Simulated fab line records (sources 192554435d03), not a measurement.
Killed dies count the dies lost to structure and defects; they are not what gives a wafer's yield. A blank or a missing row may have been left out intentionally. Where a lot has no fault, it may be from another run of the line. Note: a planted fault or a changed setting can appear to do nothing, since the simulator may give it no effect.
fab line records	flow n5_finfet
record: lots: 11	wafers: 32	last_day: 19
route steps=1938 shown BEOL_M4@1078 PASSIVATION@1936
lots with no fault: from the same line, run without faults
start_h: hours from the record's first day to the start of the lot's first wafer shown	wait_h: time in hours since the lot's previous step	" unchanged from the row above	L1.1+2: one row covering several wafers at once	- either no value or no given start	* or withheld: withheld	< > ~ a bound
route shown NAME@n: a module of which the file shows steps, and the number in the route of the first	usual: average and standard deviation across the fault-free wafers	same: alike in all rows	chamber/n: place in a boat	sites: the reading at each site	_std_site: standard deviation of those values	_edge_site: inner sites' mean taken away from outer sites' mean	radius_mm: how far each site lies from the wafer's centre	mask NAME#n: copy n	behind: tool/chamber where the wafer was last shaped	hold: why the lot went on hold/how many hours it stayed there/how the hold came to an end	device: transistor that didn't switch, given as n, p or np	end of line: the route-end tests of the same wafers	a step with no rows: only its recipe	killed: dies lost to structure and defects at the first sort, not the wafer's yield	map: dies across one wafer; x = killed, . = not, _ = none there
set.NAME: the setting the step ran with; set.NAME@STEP: the setting that earlier step ran with	model.NAME: the simulator's own value behind a step, which no gauge read
route steps across a sampled set of lots; one table per step, one row per wafer
services: from which hour (start_h, from the record's first day; less than 0 if before it) a tool's chamber was out of use, for how many hours, and why
== steps ==
step: N5_BEOL_M4_CD_MEAS_35
recipe: target_cd_nm: 18	target_cd_y_nm: 22.4	polarity: opening
usual: cd_nm: 18.2/0.35
lot.wafer	tool	chamber	start_h	wait_h	cd_nm
L321.1	cd_sem-02	-	203.46	0.0	18.1
L321.4	"	-	"	"	18.2
L321.6	"	-	"	"	18.5
L323.2	cd_sem-02	-	203.61	0.0	18.6
L323.3	"	-	"	"	18.4
L323.4	"	-	"	"	17.8
L326.1	cd_sem-02	-	231.22	0.0	18.4
L326.3	"	-	"	"	17.6
L326.4	"	-	"	"	17.6
L327.1	cd_sem-01	-	231.70	0.0	18.2
L327.4	"	-	"	"	18.2
L327.6	"	-	"	"	18.3
L325.2	cd_sem-02	-	231.95	0.0	18.0
L325.3	"	-	"	"	18.5
L325.5	"	-	"	"	18.7
L328.1	cd_sem-03	-	235.54	0.0	18.0
L328.3	"	-	"	"	17.7
L328.6	"	-	"	"	18.3
L329.1	cd_sem-03	-	256.80	0.0	18.5
L329.2	"	-	"	"	18.2
L329.3	"	-	"	"	18.4
L334.3	cd_sem-02	-	296.67	0.0	18.0
L334.5	"	-	"	"	18.1
L334.6	"	-	"	"	18.5
L340.3	cd_sem-02	-	311.89	0.0	18.1
L340.6	"	-	"	"	18.2
L339.1	cd_sem-01	-	317.66	0.0	18.4
L339.3	"	-	"	"	18.1
L339.5	"	-	"	"	18.5
L342.3	cd_sem-02	-	332.60	0.0	18.1
L342.4	"	-	"	"	18.5
L342.5	"	-	"	"	18.0
step: N5_BEOL_M4_ALD_84
recipe: material: TaN	target_thk_a: *	temp_c: 275	ald_precursor_family: PDMAT	ald_co_reactant: NH3	pressure_torr: 3	carrier_flow_sccm: 1500	pulse_time_s: 2	purge_time_s: 3	co_reactant_purge_time_s: 2	co_reactant_pulse_time_s: 3	ald_cycles: 30	precursor_vessel_temp_c: 75	precursor_vessel_pressure_torr: 26.25	precursor_vessel_carrier_sccm: 1000
usual: heater_power_w: 384/53
lot.wafer	tool	chamber	start_h	wait_h	heater_power_w
L321.1	ald_metal-04	0	203.94	0.0	377
L321.4	"	3	"	"	375
L321.6	"	0	"	"	376
L323.2	ald_metal-04	2	204.14	0.2	365
L323.3	"	3	"	"	368
L323.4	"	1	"	"	386
L326.1	ald_metal-02	2	231.60	0.3	329
L326.3	"	0	"	"	363
L326.4	"	3	"	"	448
L327.1	ald_metal-01	1	231.88	0.1	513
L327.4	"	2	"	"	382
L327.6	"	1	"	"	521
L325.2	ald_metal-02	2	232.11	0.1	332
L325.3	"	3	"	"	445
L325.5	"	2	"	"	322
L328.1	ald_metal-02	2	235.83	0.1	326
L328.3	"	2	"	"	327
L328.6	"	0	"	"	373
L329.1	ald_metal-01	1	257.38	0.1	489
L329.2	"	3	"	"	370
L329.3	"	2	"	"	399
L334.3	ald_metal-04	2	298.74	0.1	360
L334.5	"	3	"	"	362
L334.6	"	2	"	"	368
L340.3	ald_metal-01	1	312.48	0.1	503
L340.6	"	1	"	"	506
L339.1	ald_metal-01	1	318.22	0.0	506
L339.3	"	3	"	"	360
L339.5	"	3	"	"	367
L342.3	ald_metal-02	2	332.97	0.1	323
L342.4	"	0	"	"	359
L342.5	"	0	"	"	369
step: N5_BEOL_M4_SURFACE_TREAT_85
recipe: gas: Ar	time_s: *	ion_energy_ev: *	ion_current_ma_cm2: 0.5	pressure_mtorr: *	ar_flow_sccm: 30
usual: throttle_valve_pct: *
lot.wafer	tool	chamber	start_h	wait_h	throttle_valve_pct
L321.1	pvd_sputter-01	-	204.19	0.1	*
L321.4	"	-	"	"	*
L321.6	"	-	"	"	*
L323.2	pvd_sputter-02	-	204.37	0.1	*
L323.3	"	-	"	"	*
L323.4	"	-	"	"	*
L326.1	pvd_sputter-03	-	231.83	0.1	*
L326.3	"	-	"	"	*
L326.4	"	-	"	"	*
L327.1	pvd_sputter-02	-	232.12	0.1	*
L327.4	"	-	"	"	*
L327.6	"	-	"	"	*
L325.2	pvd_sputter-02	-	232.80	0.6	*
L325.3	"	-	"	"	*
L325.5	"	-	"	"	*
L328.1	pvd_sputter-01	-	236.16	0.2	*
L328.3	"	-	"	"	*
L328.6	"	-	"	"	*
L329.1	pvd_sputter-01	-	257.74	0.3	*
L329.2	"	-	"	"	*
L329.3	"	-	"	"	*
L334.3	pvd_sputter-03	-	298.98	0.1	*
L334.5	"	-	"	"	*
L334.6	"	-	"	"	*
L340.3	pvd_sputter-03	-	312.74	0.2	*
L340.6	"	-	"	"	*
L339.1	pvd_sputter-02	-	318.61	0.3	*
L339.3	"	-	"	"	*
L339.5	"	-	"	"	*
L342.3	pvd_sputter-03	-	333.20	0.1	*
L342.4	"	-	"	"	*
L342.5	"	-	"	"	*
step: N5_BEOL_M4_CVD_47
recipe: material: Co	target_thk_a: 30	temp_c: withheld	precursor: CCTBA/H2	pressure_torr: 30	time_s: 223.8
usual: run_length_s: 247.0/0.63
lot.wafer	tool	chamber	start_h	wait_h	run_length_s
L321.1	cvd_co-01	1	204.37	0.2	247.0
L321.4	"	1	"	"	247.0
L321.6	"	2	"	"	248.0
L323.2	cvd_co-01	1	204.60	0.2	246.9
L323.3	"	2	"	"	248.1
L323.4	"	0	"	"	246.2
L326.1	cvd_co-01	0	231.90	0.0	246.6
L326.3	"	2	"	"	247.9
L326.4	"	1	"	"	247.0
L327.1	cvd_co-02	1	232.22	0.1	246.2
L327.4	"	1	"	"	246.3
L327.6	"	0	"	"	247.4
L325.2	cvd_co-02	1	233.09	0.3	246.2
L325.3	"	0	"	"	247.6
L325.5	"	2	"	"	247.0
L328.1	cvd_co-02	2	236.45	0.3	247.2
L328.3	"	1	"	"	246.8
L328.6	"	2	"	"	247.5
L329.1	cvd_co-02	2	257.88	0.1	246.9
L329.2	"	1	"	"	246.4
L329.3	"	0	"	"	247.5
L334.3	cvd_co-01	0	299.07	0.1	246.3
L334.5	"	0	"	"	246.3
L334.6	"	2	"	"	118.4
L340.3	cvd_co-01	0	312.80	0.0	246.1
L340.6	"	0	"	"	117.8
L339.1	cvd_co-01	2	318.74	0.1	118.2
L339.3	"	1	"	"	247.0
L339.5	"	1	"	"	246.6
L342.3	cvd_co-02	0	333.36	0.1	248.5
L342.4	"	2	"	"	247.2
L342.5	"	0	"	"	247.6
step: N5_BEOL_M4_RC_MEAS_101
usual: DIBL_N: 36.0/2.2	DIBL_P: 36.2/2.4	IOFF_N: 0.16/0.035	IOFF_P: 0.21/0.037	ION_N: 672/13	ION_P: 461/7	SS_N: 71.4/0.69	SS_P: 73.2/0.75	VT_N: 250/3.4	VT_P: -251/3
lot.wafer	tool	chamber	start_h	wait_h	DIBL_N[mV/V]	DIBL_P[mV/V]	IOFF_N[nA/um]	IOFF_P[nA/um]	ION_N[uA/um]	ION_P[uA/um]	SS_N[mV/dec]	SS_P[mV/dec]	VT_N[mV]	VT_P[mV]
L321.1	prober-02	0	207.70	0.0	33.4	33.8	0.13	0.17	678	460	70.8	72.1	252	-251
L321.4	"	0	"	"	30.8	32.2	0.10	0.16	659	462	70.2	72.1	257	-254
L321.6	"	0	"	"	33.7	34.7	0.14	0.19	679	465	70.8	72.4	249	-253
L323.2	prober-01	0	207.96	0.3	37.4	36.8	0.14	0.21	676	465	71.4	73.0	254	-247
L323.3	"	0	"	"	36.3	36.0	0.13	0.20	670	468	71.3	72.5	252	-250
L323.4	"	0	"	"	33.0	32.4	0.09	0.15	649	456	70.2	72.0	257	-251
L326.1	prober-01	0	235.09	0.0	35.2	34.8	0.14	0.18	665	455	71.1	72.2	253	-255
L326.3	"	0	"	"	32.3	32.9	0.11	0.16	655	454	70.3	71.8	254	-252
L326.4	"	0	"	"	35.6	36.0	0.14	0.19	667	461	71.0	72.8	251	-254
L327.1	prober-02	0	235.70	0.0	34.2	33.5	0.13	0.18	675	465	70.3	72.5	252	-250
L327.4	"	0	"	"	36.7	37.9	0.18	0.24	684	471	71.8	73.6	246	-246
L327.6	"	0	"	"	36.2	36.5	0.16	0.22	683	460	70.8	73.1	249	-250
L325.2	prober-02	0	236.88	0.2	37.0	39.5	0.18	0.26	667	465	72.0	74.1	252	-250
L325.3	"	0	"	"	36.6	38.0	0.17	0.23	674	460	71.6	74.1	248	-251
L325.5	"	0	"	"	34.1	35.2	0.13	0.19	660	463	71.6	72.9	254	-254
L328.1	prober-01	0	240.70	0.0	38.1	37.4	0.20	0.21	667	455	72.1	73.1	250	-252
L328.3	"	0	"	"	38.7	40.3	0.22	0.26	690	466	71.9	74.4	244	-246
L328.6	"	0	"	"	37.8	39.1	0.19	0.23	677	459	71.7	73.5	248	-252
L329.1	prober-02	0	261.06	0.0	40.6	41.8	0.22	0.27	697	467	72.3	74.2	246	-247
L329.2	"	0	"	"	37.0	38.9	0.14	0.20	661	457	71.7	73.3	254	-249
L329.3	"	0	"	"	39.7	41.3	0.20	0.24	671	457	72.9	74.5	247	-249
L334.3	prober-02	0	302.42	0.3	35.7	36.3	0.16	0.20	673	466	71.7	73.6	251	-253
L334.5	"	0	"	"	36.6	37.7	0.17	0.22	665	464	72.0	73.7	251	-252
L334.6	"	0	"	"	34.8	36.3	0.15	0.20	669	458	71.0	73.3	250	-253
L340.3	prober-01	0	316.21	0.3	36.3	35.8	0.16	0.18	681	460	71.5	72.7	248	-254
L340.6	"	0	"	"	39.1	39.1	0.21	0.23	696	462	71.9	73.3	245	-251
L339.1	prober-02	0	322.04	0.0	35.0	35.2	0.14	0.18	658	455	70.9	72.9	252	-250
L339.3	"	0	"	"	33.6	33.7	0.11	0.16	645	447	70.1	71.8	254	-254
L339.5	"	0	"	"	33.6	34.3	0.12	0.16	649	451	70.0	71.6	255	-253
L342.3	prober-02	0	338.34	0.3	37.0	38.6	0.19	0.23	689	460	71.7	74.1	247	-250
L342.4	"	0	"	"	37.4	39.4	0.20	0.23	696	470	72.3	73.4	247	-251
L342.5	"	0	"	"	35.2	37.4	0.17	0.21	681	468	71.6	73.8	250	-251
step: N5_PASSIVATION_PROBE_49
usual: defect_limited_yield: 91.2/1.4	killed_at_M0_to_M3: 34/9.4	killed_at_M4_up: 14/5.6	killed_at_contacts: 13/7.8	killed_at_front_end: 37/10	killed_at_other: 4/3.3	killed_dies: 103/17	killed_open: 68/13	killed_short: 33/8.2	sort_bin_5_function: 5.1/0.92	sort_bin_6_memory: 3.3/0.71	sort_bin_8_speed: 0.01/0.043	sort_n_pass: 1077/17	sort_yield_pct: 91.2/1.4
same: gross_dies: 1180	killed_at_back_side: 0	sort_bin_4_leakage[%]: 0
lot.wafer	tool	chamber	start_h	wait_h	defect_limited_yield[%]	killed_at_M0_to_M3	killed_at_M4_up	killed_at_contacts	killed_at_front_end	killed_at_other	killed_dies	killed_open	killed_short	sort_bin_5_function[%]	sort_bin_6_memory[%]	sort_bin_8_speed[%]	sort_n_pass	sort_yield_pct[%]
L323.2	prober-02	-	309.09	0.1	91.9	11	16	30	36	3	96	71	25	5.2	2.9	0	1084	91.9
L323.3	prober-02	-	309.14	0.1	88.6	39	23	21	42	9	134	88	46	7.0	4.0	0	1046	88.6
L323.4	prober-02	-	309.19	0.2	90.1	46	6	14	50	1	117	66	50	6.4	3.2	0	1063	90.1
L328.1	prober-02	-	347.14	0.0	93.0	28	9	10	33	3	83	59	24	4.1	2.5	0	1097	93.0
L328.3	prober-02	-	347.24	0.1	91.3	30	9	6	50	8	103	62	37	5.1	3.1	0	1077	91.3
L328.6	prober-02	-	347.39	0.3	90.6	37	13	10	51	0	111	75	27	5.6	3.0	0	1069	90.6
L329.1	prober-01	-	362.77	0.0	93.5	37	9	8	21	2	77	57	20	4.2	2.4	0	1103	93.5
L329.2	prober-01	-	362.82	0.1	91.0	38	13	23	27	5	106	69	33	5.7	2.8	0	1074	91.0
L329.3	prober-01	-	362.87	0.1	90.7	30	13	19	40	8	110	68	41	5.0	3.9	0	1070	90.7
L334.3	prober-02	-	418.77	0.1	94.0	30	7	4	26	4	71	48	22	3.2	2.6	0.08	1109	94.0
L334.5	prober-02	-	418.87	0.2	91.9	30	11	5	40	9	95	68	25	4.4	3.6	0	1085	91.9
L334.6	prober-02	-	418.92	0.3	92.0	41	4	14	33	2	94	67	25	4.7	2.8	0	1086	92.0
L339.1	prober-02	-	434.80	0.0	91.9	29	15	11	33	7	95	66	28	4.7	3.2	0	1085	91.9
L339.3	prober-02	-	434.90	0.1	90.0	44	19	11	39	5	118	75	36	5.7	3.6	0.42	1057	89.6
L339.5	prober-02	-	435.00	0.2	91.6	51	15	6	24	3	99	71	23	5.8	2.4	0.08	1081	91.6
killed by level:class
L323.2 MOL_CONTACT_COAG:geometric_particle:open=22 STI_FIN_REVEAL:geometric_particle:open=14 FIN_SAQP:geometric_particle:open=9 MOL_CONTACT_COAG:geometric_particle:short=8 BEOL_M4:geometric_particle:open=7 BEOL_M7:geometric_particle:open=4 GATE_CUT:geometric_particle:short=3 FIN_SAQP:geometric_particle:short=3
L323.3 MOL_CONTACT_COAG:geometric_particle:open=19 BEOL_M0_SAQP:geometric_particle:open=13 BEOL_M0_SAQP:geometric_particle:short=10 FIN_SAQP:geometric_particle:short=9 FIN_SAQP:geometric_particle:open=9 STI_FIN_REVEAL:geometric_particle:open=9 BEOL_M4:geometric_particle:open=9 BEOL_M2:geometric_particle:open=6
L323.4 FIN_SAQP:geometric_particle:short=18 BEOL_M0_SAQP:geometric_particle:open=13 MOL_CONTACT_COAG:geometric_particle:open=10 BEOL_M0_SAQP:geometric_particle:short=9 BEOL_M2:geometric_particle:open=9 STI_FIN_REVEAL:geometric_particle:open=8 BEOL_M3:geometric_particle:open=6 BEOL_M1:geometric_particle:open=5
L328.1 STI_FIN_REVEAL:geometric_particle:open=10 MOL_CONTACT_COAG:geometric_particle:open=9 BEOL_M0_SAQP:geometric_particle:open=6 BEOL_M1:geometric_particle:open=6 FIN_SAQP:geometric_particle:open=5 BEOL_M3:geometric_particle:open=5 FIN_SAQP:geometric_particle:short=4 BEOL_M2:geometric_particle:open=4
L328.3 STI_FIN_REVEAL:geometric_particle:open=15 BEOL_M0_SAQP:geometric_particle:open=12 BEOL_M0_SAQP:geometric_particle:short=11 ILD0:geometric_particle:short=5 MOL_CONTACT_COAG:geometric_particle:open=5 FIN_SAQP:geometric_particle:short=4 ILD0:geometric_particle:open=4 STARTING-WAFER:geometric_particle:short=4
L328.6 STI_FIN_REVEAL:geometric_particle:open=16 BEOL_M0_SAQP:geometric_particle:open=12 MOL_CONTACT_COAG:geometric_particle:open=9 BEOL_M0_SAQP:geometric_particle:short=9 HKMG_FIN:area_etch=9 DUMMY_GATE:geometric_particle:open=6 BEOL_M2:geometric_particle:open=6 BEOL_M4:geometric_particle:open=5
L329.1 BEOL_M0:geometric_particle:open=8 BEOL_M1:geometric_particle:open=8 BEOL_M2:geometric_particle:open=7 FIN_SAQP:geometric_particle:open=6 MOL_CONTACT_COAG:geometric_particle:open=6 FIN_SAQP:geometric_particle:short=5 BEOL_M0_SAQP:geometric_particle:open=5 BEOL_M6:geometric_particle:open=4
L329.2 MOL_CONTACT_COAG:geometric_particle:open=15 BEOL_M2:geometric_particle:open=11 MOL_CONTACT_COAG:geometric_particle:short=8 BEOL_M0_SAQP:geometric_particle:open=8 BEOL_M0_SAQP:geometric_particle:short=8 FIN_SAQP:geometric_particle:short=6 BEOL_M0:geometric_particle:open=6 BEOL_M4:geometric_particle:open=6
L329.3 MOL_CONTACT_COAG:geometric_particle:open=13 FIN_SAQP:geometric_particle:short=11 BEOL_M2:geometric_particle:open=9 BEOL_M1:geometric_particle:open=7 BEOL_M4:geometric_particle:open=7 STI_FIN_REVEAL:geometric_particle:open=6 MOL_CONTACT_COAG:geometric_particle:short=6 STI_FIN_REVEAL:geometric_particle:short=5
L334.3 BEOL_M3:geometric_particle:open=8 STI_FIN_REVEAL:geometric_particle:open=6 BEOL_M0_SAQP:geometric_particle:open=6 BEOL_M1:geometric_particle:open=6 FIN_SAQP:geometric_particle:short=4 FIN_SAQP:geometric_particle:open=3 STI_FIN_REVEAL:geometric_particle:short=3 MOL_CONTACT_COAG:geometric_particle:open=3
L334.5 BEOL_M3:geometric_particle:open=9 STI_FIN_REVEAL:geometric_particle:open=8 BEOL_M4:geometric_particle:open=8 FIN_SAQP:geometric_particle:open=6 BEOL_M1:geometric_particle:open=6 GATE_CUT:geometric_particle:short=5 MOL_CONTACT_COAG:geometric_particle:open=5 BEOL_M3:geometric_particle:short=4
L334.6 BEOL_M3:geometric_particle:open=13 MOL_CONTACT_COAG:geometric_particle:open=12 STI_FIN_REVEAL:geometric_particle:open=9 DUMMY_GATE:geometric_particle:open=6 BEOL_M0_SAQP:geometric_particle:short=6 BEOL_M1:geometric_particle:open=6 BEOL_M0_SAQP:geometric_particle:open=4 BEOL_M2:geometric_particle:open=4
L339.1 MOL_CONTACT_COAG:geometric_particle:open=9 BEOL_M3:geometric_particle:open=9 BEOL_M1:geometric_particle:open=8 BEOL_M4:geometric_particle:open=8 FIN_SAQP:geometric_particle:open=7 FIN_SAQP:geometric_particle:short=6 MIM_TOP_ETCH:geometric_particle:open=5 GATE_CUT:geometric_particle:short=4
L339.3 MOL_CONTACT_COAG:geometric_particle:open=11 BEOL_M3:geometric_particle:open=11 BEOL_M4:geometric_particle:open=11 FIN_SAQP:geometric_particle:short=8 FIN_SAQP:geometric_particle:open=8 BEOL_M0_SAQP:geometric_particle:open=8 BEOL_M1:geometric_particle:open=6 HKMG_FIN:area_etch=6
L339.5 BEOL_M1:geometric_particle:open=14 BEOL_M3:geometric_particle:open=14 BEOL_M2:geometric_particle:open=12 BEOL_M4:geometric_particle:open=7 FIN_SAQP:geometric_particle:open=6 MOL_CONTACT_COAG:geometric_particle:open=6 BEOL_M3:geometric_particle:short=5 FIN_SAQP:geometric_particle:short=3
== services ==
tool	chamber	start_h	hours	kind
pvd_sputter-02	-	183.42	2.3	repair
ald_metal-02	1	190.80	1.8	repair
ald_metal-02	1	203.50	41.4	repair
ald_metal-04	-	206.18	28.1	pm
ald_metal-02	3	232.45	10.4	repair
ald_metal-02	1	280.75	5.6	repair
cvd_co-02	-	326.75	0.5	repair
cvd_co-01	1	333.40	-	clean
cvd_co-01	1	333.40	22.0	scheduled_down
cvd_co-01	1	333.40	22.0	vent_cycle
== key ==
first_sign: step: N5_BEOL_M4_CVD_47	reading: run_length_s	direction: down	sigmas: 99+	usual: *	struck: *
effect none on later readings
met_at N5_BEOL_M4_CVD_47
struck_lots L334,L339,L340
struck_wafers L334.6,L339.1,L340.6
not_acting_at N5_BEOL_M4_CD_MEAS_35,N5_BEOL_M4_ALD_84,N5_BEOL_M4_SURFACE_TREAT_85
onset_between 231.90 299.07
fault: kind: process_parameter_drift	tool: cvd_co-01	chamber: -	onset_h: 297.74	steps: N5_BEOL_M4_CVD_47	channel: time_s	offset: *	shape: step	end_h: 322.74	scope: struck_wafers_only	acts_in: *	stated: *
